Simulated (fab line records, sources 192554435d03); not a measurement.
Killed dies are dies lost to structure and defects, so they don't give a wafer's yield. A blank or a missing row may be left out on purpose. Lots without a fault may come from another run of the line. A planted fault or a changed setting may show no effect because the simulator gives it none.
Which tool did it? | flow n5_finfet | 11 lots, 30 wafers sampled, at 4 steps of a route of 1938

WHAT THE GAUGES READ, wafer by wafer
The record holds no reading of a measuring or inspecting step that can be judged against a usual standard deviation.

WHICH TOOL RAN EACH LOT (tool, then ch and the chambers of the sampled wafers, then the start)
lot  | N5_FIN_SAQP_ETCH_51               | N5_FIN_SAQP_ETCH_57               | N5_FIN_SAQP_STRIP_70              | N5_FIN_SAQP_SPACER2_ALD_28
L803 | rie_diel-01 ch 0,2,3, day 1 22:15 | rie_diel-01 ch 0,1, day 2 00:18   | rie_diel-03 ch 0,1,2, day 2 01:07 | ald_sin-02 ch 1,2,3, day 2 01:36
L804 | rie_diel-04 ch 0,1, day 2 04:06   | rie_diel-03 ch 0,2, day 2 06:08   | rie_diel-04 ch 0,1,3, day 2 06:55 | ald_sin-01 ch 1,2,3, day 2 07:07
L806 | rie_diel-03 ch 0,1,2, day 2 15:36 | rie_diel-03 ch 1,3, day 2 17:41   | rie_diel-03 ch 0,2, day 2 18:27   | ald_sin-01 ch 0,1, day 2 18:39
L807 | rie_diel-01 ch 0,2,3, day 2 21:56 | rie_diel-03 ch 1,2,3, day 2 23:58 | rie_diel-04 ch 1,3, day 3 00:44   | ald_sin-01 ch 0,2, day 3 00:56
L810 | rie_diel-01 ch 2,3, day 3 16:25   | rie_diel-04 ch 0,2, day 3 18:27   | rie_diel-03 ch 0,1,3, day 3 19:13 | ald_sin-02 ch 1,2, day 3 19:25
L811 | rie_diel-03 ch 2,3, day 3 22:17   | rie_diel-01 ch 0,1, day 4 00:37   | rie_diel-03 ch 1,2,3, day 4 01:28 | ald_sin-02 ch 0,1,2, day 4 01:40
L812 | rie_diel-04 ch 1,2,3, day 4 04:33 | rie_diel-04 ch 2,3, day 4 06:34   | rie_diel-03 ch 1,2,3, day 4 07:28 | ald_sin-04 ch 0,2,3, day 4 07:40
L814 | rie_diel-01 ch 0,1,3, day 4 16:20 | rie_diel-04 ch 1,2, day 4 19:06   | rie_diel-01 ch 0,3, day 4 19:52   | ald_sin-01 ch 1,2,3, day 4 20:10
L820 | rie_diel-01 ch 1,3, day 6 03:47   | rie_diel-03 ch 0,1, day 6 05:48   | rie_diel-03 ch 1,3, day 6 06:34   | ald_sin-02 ch 1,3, day 6 06:51
L823 | rie_diel-01 ch 1,3, day 6 22:42   | rie_diel-04 ch 0,1, day 7 00:43   | rie_diel-01 ch 1, day 7 01:31     | ald_sin-02 ch 2,3, day 7 01:43
L824 | rie_diel-01 ch 1,3, day 7 04:07   | rie_diel-03 ch 1,2, day 7 06:08   | rie_diel-04 ch 2,3, day 7 07:16   | ald_sin-01 ch 3, day 7 07:29
- N5_FIN_SAQP_ETCH_51: etches SiARC in CF4, target depth 45.5 nm, time 75.8 s.
- N5_FIN_SAQP_ETCH_57: etches SiNx in CH3F/O2, target depth 32.5 nm, time 46.4 s.
- N5_FIN_SAQP_STRIP_70: strips in N2/H2.
- N5_FIN_SAQP_SPACER2_ALD_28: deposits SiO2, target thk 8.1 nm, pulse time 1 s, purge time 2 s.

WHAT THE TOOLS THEMSELVES READ (means of the sampled wafers that have a number; where no wafer has one, the mark that the record gives instead)
N5_FIN_SAQP_ETCH_51.
lot  | tool        | drypump_motor_current_A (A) | etch_rf_on_time_s (s) | oes_product_au (a.u.) | rf_fwd_power_W (W) | rf_vpp_V (V) | showerhead_plenum_p_Torr (Torr) | throttle_valve_pct (%)
L803 | rie_diel-01 | 5.8                         | 77.4                  | 0.64                  | 537.1              | 183.8        | 2.11                            | 15.71
L804 | rie_diel-04 | 5.2                         | 77.1                  | 0.58                  | 538.2              | 183.6        | 2.08                            | 15.75
L806 | rie_diel-03 | 5.7                         | 75.6                  | 0.69                  | 536.5              | 184.3        | 2.15                            | 15.58
L807 | rie_diel-01 | 5.7                         | 76.6                  | 0.64                  | 538.2              | 183.8        | 2.10                            | 15.73
L810 | rie_diel-01 | 6.0                         | 76.6                  | 0.58                  | 534.7              | 182.8        | 2.08                            | 15.94
L811 | rie_diel-03 | 5.1                         | 76.1                  | 0.64                  | 539.7              | 183.1        | 2.11                            | 15.76
L812 | rie_diel-04 | 5.7                         | 76.7                  | 0.63                  | 539.0              | 183.4        | 2.08                            | 15.63
L814 | rie_diel-01 | 5.7                         | 75.2                  | 0.78                  | 538.4              | 184.4        | 2.19                            | 15.47
L820 | rie_diel-01 | 5.7                         | 63.0                  | 0.89                  | 534.6              | 184.0        | 2.19                            | 15.50
L823 | rie_diel-01 | 5.7                         | 62.1                  | 0.90                  | 536.4              | 183.8        | 2.19                            | 15.51
L824 | rie_diel-01 | 5.7                         | 62.7                  | 0.89                  | 536.1              | 185.8        | 2.19                            | 15.50

N5_FIN_SAQP_ETCH_57.
lot  | tool        | drypump_motor_current_A (A) | etch_rf_on_time_s (s) | oes_product_au (a.u.) | rf_fwd_power_W (W) | rf_vpp_V (V) | showerhead_plenum_p_Torr (Torr) | throttle_valve_pct (%)
L803 | rie_diel-01 | 5.5                         | 46.5                  | 0.69                  | 388.8              | 299          | 1.98                            | 16.29
L804 | rie_diel-03 | 5.4                         | 46.7                  | 0.63                  | 387.2              | 295          | 1.94                            | 16.38
L806 | rie_diel-03 | 5.4                         | 45.4                  | 0.71                  | 387.8              | 299          | 2.10                            | 16.42
L807 | rie_diel-03 | 5.6                         | 45.7                  | 0.70                  | 387.9              | 298          | 2.04                            | 16.39
L810 | rie_diel-04 | 5.8                         | 47.0                  | 0.76                  | 386.8              | 297          | 2.01                            | 16.06
L811 | rie_diel-01 | 5.3                         | 45.5                  | 0.80                  | 387.0              | 302          | 2.10                            | 16.16
L812 | rie_diel-04 | 6.1                         | 47.0                  | 0.67                  | 389.4              | 294          | 1.99                            | 16.25
L814 | rie_diel-04 | 5.7                         | 46.0                  | 0.67                  | 388.7              | 295          | 1.98                            | 16.16
L820 | rie_diel-03 | 6.0                         | 45.5                  | 0.68                  | 388.3              | 298          | 2.04                            | 16.27
L823 | rie_diel-04 | 5.2                         | 46.2                  | 0.78                  | 385.7              | 302          | 2.04                            | 16.04
L824 | rie_diel-03 | 5.9                         | 46.0                  | 0.69                  | 388.2              | 298          | 2.02                            | 16.35

N5_FIN_SAQP_STRIP_70.
lot  | tool        | drypump_motor_current_A (A) | oes_product_au (a.u.) | rf_fwd_power_W (W) | rf_vpp_V (V) | showerhead_plenum_p_Torr (Torr) | throttle_valve_pct (%)
L803 | rie_diel-03 | 5.8                         | 0.83                  | 493.5              | 121.8        | 3.38                            | 18.9
L804 | rie_diel-04 | 5.5                         | 0.68                  | 495.2              | 120.5        | 3.23                            | 19.1
L806 | rie_diel-03 | 5.4                         | 0.74                  | 492.9              | 121.1        | 3.26                            | 19.0
L807 | rie_diel-04 | 5.8                         | 0.71                  | 495.8              | 120.5        | 3.19                            | 19.1
L810 | rie_diel-03 | 5.6                         | 0.80                  | 494.2              | 122.7        | 3.46                            | 19.0
L811 | rie_diel-03 | 5.5                         | 0.82                  | 493.0              | 122.9        | 3.43                            | 19.2
L812 | rie_diel-03 | 5.6                         | 0.80                  | 493.9              | 121.1        | 3.43                            | 19.2
L814 | rie_diel-01 | 5.9                         | 0.88                  | 494.8              | 122.4        | 3.36                            | 18.7
L820 | rie_diel-03 | 5.7                         | 0.81                  | 494.1              | 122.9        | 3.52                            | 19.2
L823 | rie_diel-01 | 5.1                         | 0.91                  | 493.9              | 122.8        | 3.57                            | 18.8
L824 | rie_diel-04 | 6.0                         | 0.75                  | 495.6              | 121.2        | 3.28                            | 18.8

N5_FIN_SAQP_SPACER2_ALD_28.
lot  | tool       | heater_power_outer_w (W) | heater_power_w (W) | precursor_pulse_height_rel
L803 | ald_sin-02 | 252                      | 461                | 0.985
L804 | ald_sin-01 | 295                      | 511                | 1.002
L806 | ald_sin-01 | 253                      | 448                | 0.984
L807 | ald_sin-01 | 282                      | 489                | 1.005
L810 | ald_sin-02 | 251                      | 454                | 0.994
L811 | ald_sin-02 | 241                      | 442                | 1.007
L812 | ald_sin-04 | 250                      | 464                | 1.012
L814 | ald_sin-01 | 296                      | 518                | 0.994
L820 | ald_sin-02 | 253                      | 459                | 1.004
L823 | ald_sin-02 | 252                      | 456                | 0.969
L824 | ald_sin-01 | 305                      | 512                | 0.976

THE ANSWER, worked out from the rows above alone
Rule: what is usual is taken from the lots themselves. Put in order of their means at a reading, lots are off if they are a third of the lots or fewer, leave a main group of 4 or more, and stand apart from it by a gap of 3 or more times the standard deviation of the main group's means; of several such gaps the widest counts. A main group whose means are all the same, to the digits that the tables above print for the reading, isn't used. A lot without any number at a reading at which 4 lots or more have one is off too. The other lots that the step has rows for count as sound. The gauges are gone through in route order, then the tools' own readings, and for those a lot's mean is taken as printed above. The first step at which some lot is off is used, and at that step the reading that is off furthest; a lot without a number counts as furthest.
Off: L820, L823, L824, at N5_FIN_SAQP_ETCH_51 (etch_rf_on_time_s). The main group: mean 76.4 s, standard deviation 0.69.
A tool fits if, at that step or a process step before it, it ran every lot that is off, and no sound lot after the first of them. One fits: rie_diel-01 at N5_FIN_SAQP_ETCH_51. Its last sound lot is L814 (day 4 16:20), its first lot that is off L820 (day 6 03:47): a fault that began between those two fits.
The tool's own readings at N5_FIN_SAQP_ETCH_51 bear it out: on the lots that are off they differ by more than 5 times the standard deviation of the sound lots' means. etch_rf_on_time_s reads 62.6 s there against 76.4 s on the sound lots.

WHAT THE SIMULATOR HAD PUT IN
Process parameter drift: rie_diel-01, from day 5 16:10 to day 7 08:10, at N5_FIN_SAQP_ETCH_51. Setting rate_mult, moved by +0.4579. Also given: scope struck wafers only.
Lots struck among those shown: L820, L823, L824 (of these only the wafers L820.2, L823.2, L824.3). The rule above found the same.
